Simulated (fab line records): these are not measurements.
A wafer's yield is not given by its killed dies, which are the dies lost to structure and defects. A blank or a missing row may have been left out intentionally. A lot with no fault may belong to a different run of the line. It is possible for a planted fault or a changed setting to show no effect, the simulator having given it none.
A struck lot beside a sound one | flow nand harc | 15 out of 1302 route steps
Sound: the wafers L233.1, L233.2, L233.3. Struck: wafer L226.3 (left out: L226.2, L226.4 of the same lot, which were not struck); the cause appears at the end.
At each step with rows: each side's tool, then ch and its chambers, then its first start. Under that, the readings that differ: sound wafers | struck wafers | difference of the means | sigmas: that difference in standard deviations of wafers without a fault.
alike: a reading whose means differ by less than 2 such deviations, as well as words and numbers matching on both sides. not compared: withheld readings; readings where some wafer has no value; bounds like >300 that might hide an equal value; numbers whose values overlap and for which the record gives no deviation.
Wherever a step has rows on one side only, a row that says differs or no value, or a row with sigmas, the two part there. Numbers that don't overlap but have no deviation are shown without sigmas and don't part them. A reading missing from all wafers of one side parts the sides only when that side holds two or more wafers.

first, 3 steps without rows for these wafers: NHARC_A_CHANNEL_HOLE_D1_STRIP_41 (strips in N2/H2); NHARC_A_CHANNEL_HOLE_D1_STRIP_42 (strips in CF4/CHF3); NHARC_A_CHANNEL_HOLE_D1_STRIP_43 (strips in O2/COS).
NHARC_A_CHANNEL_HOLE_D1_ETCH_44: etches the open film in CF4/O2, target depth 140 nm, overetch 14 nm, time 77 s.
  sound on rie diel-11 ch 0,1,3, day 16 11:41; struck on rie diel-11 ch 0, day 13 09:46
  reading                | sound   | struck | difference | sigmas
  rf hours counter h (h) | 10 10 9 | 4      | -6         |
  alike: drypump motor current A, oes product au, rf vpp V, showerhead plenum p Torr, throttle valve pct
NHARC_A_CHANNEL_HOLE_D1_STRIP_27: strips in O2.
  sound on rie diel-11 ch 0,1,3; struck on rie diel-11 ch 0
  reading                | sound          | struck | difference | sigmas
  rf hours counter h (h) | 9 10 10        | 4      | -6         |
  rf vpp V (V)           | 57.4 58.3 58.1 | 55.9   | -2.0       | -2
  alike: drypump motor current A, oes product au, showerhead plenum p Torr, throttle valve pct
then, 2 steps without rows for these wafers: NHARC_A_CHANNEL_HOLE_D1_PRECLEAN_28 (cleans in SC1); NHARC_A_CHANNEL_HOLE_D1_SRD_29.
NHARC_A_CHANNEL_HOLE_D1_CD_MEAS_30:
  struck on cd sem-02, day 13 10:35; sound on cd sem-01, day 16 12:28
  alike: cd nm
NHARC_A_CHANNEL_HOLE_D1_XSEM_31:
  sound on xsem-01 ch 0, day 16 12:33; struck on xsem-02 ch 0, day 13 10:40
  alike: bot cd nm, bow nm, tilt deg
NHARC_A_CHANNEL_HOLE_D1_INSPECT_40:
  struck on defect inspect-02, day 13 10:46; sound on defect inspect-02, day 16 12:39
  alike: raw defect count
then, 2 steps without rows for these wafers: NHARC_A_CHANNEL_FILL_D1_PRECLEAN_00 (cleans in SC1); NHARC_A_CHANNEL_FILL_D1_SRD_01.
NHARC_A_CHANNEL_FILL_D1_ALD_02: deposits SiO2, target thk 6 nm, pulse time 10 s, ald cycles 60.
  sound on ald hk-04 ch 0,1,2, day 16 12:51; struck on ald hk-02 ch 0, day 13 10:58
  reading    | sound    | struck | difference | sigmas
  ald cycles | 60 60 60 | 72     | +12        |
  alike: heater power w, precursor pulse height rel
NHARC_A_CHANNEL_FILL_D1_ALD_03: deposits SiNx, target thk 6 nm, pulse time 60 s, ald cycles 58.
  sound on ald sin batch-02 ch 0; struck on ald sin batch-02 ch 0
  alike: precursor pulse height rel
  not compared: ald cycles
after that, 1 step had no rows for these wafers: NHARC_END_SORT_01.

## WHERE THEY PART
Only at NHARC_A_CHANNEL_HOLE_D1_STRIP_27, within this record. Later steps at which nothing parts them and some readings are alike: NHARC_A_CHANNEL_HOLE_D1_CD_MEAS_30, NHARC_A_CHANNEL_HOLE_D1_XSEM_31, NHARC_A_CHANNEL_HOLE_D1_INSPECT_40, NHARC_A_CHANNEL_FILL_D1_ALD_02, NHARC_A_CHANNEL_FILL_D1_ALD_03.

WHY: what the simulator had put in
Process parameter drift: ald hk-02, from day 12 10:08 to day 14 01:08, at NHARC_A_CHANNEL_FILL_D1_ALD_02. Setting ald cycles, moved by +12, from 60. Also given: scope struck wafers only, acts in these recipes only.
